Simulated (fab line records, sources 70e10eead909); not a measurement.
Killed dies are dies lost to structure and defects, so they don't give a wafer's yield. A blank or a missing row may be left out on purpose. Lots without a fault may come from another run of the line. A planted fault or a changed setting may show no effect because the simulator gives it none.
Chamber matching | flow nand_harc | NHARC_A_BLC_ALD_23 on ald_metal-02: 4 sister chambers
The step deposits TiN, target thk 3 nm, pulse time 1 s, ald cycles 150. 4 wafers are shown with their chamber, then 8 later ones without.

WAFERS WITH THEIR CHAMBER
wafer  | chamber | heater_power_w (W)
L077.6 | 1       | 1196
L087.3 | 0       | 899
L087.6 | 2       | 1239
L088.1 | 3       | 1021

WAFERS WITHOUT THEIR CHAMBER
wafer  | heater_power_w (W)
L088.2 | 885
L088.4 | 1218
L094.2 | 1067
L094.3 | 928
L094.4 | 1128
L095.1 | 1041
L095.4 | 1073
L095.6 | 1271

WHICH CHAMBER EACH WENT THROUGH
wafer  | from the rows above          | in truth
L088.2 | 0                            | 0
L088.4 | can't be placed: 2 or 1      | 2
L094.2 | 3                            | 3
L094.3 | can't be placed: 0 or 3      | 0
L094.4 | can't be placed: 1 or 3 or 2 | 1
L095.1 | 3                            | 3
L095.4 | can't be placed: 3 or 1      | 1
L095.6 | can't be placed: 2 or 1      | 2
Placed correctly: 3 of 8. Can't be placed from these rows: 5 (the true chamber is among the candidates in 5). Placed wrongly: 0.
How it was worked out, from the rows above alone: a wafer's distance from a chamber is the root of the sum, over the readings, of the square of ((its reading less the chamber's mean) divided by the reading's scatter). The wafer belongs to the nearest chamber; if the next one is less than 2 further off, it can't be placed. A chamber's mean is the mean of its shown wafers. The scatter: with one shown wafer a chamber, the root of the mean of the squares of how far each hidden wafer lies from its nearest shown one.
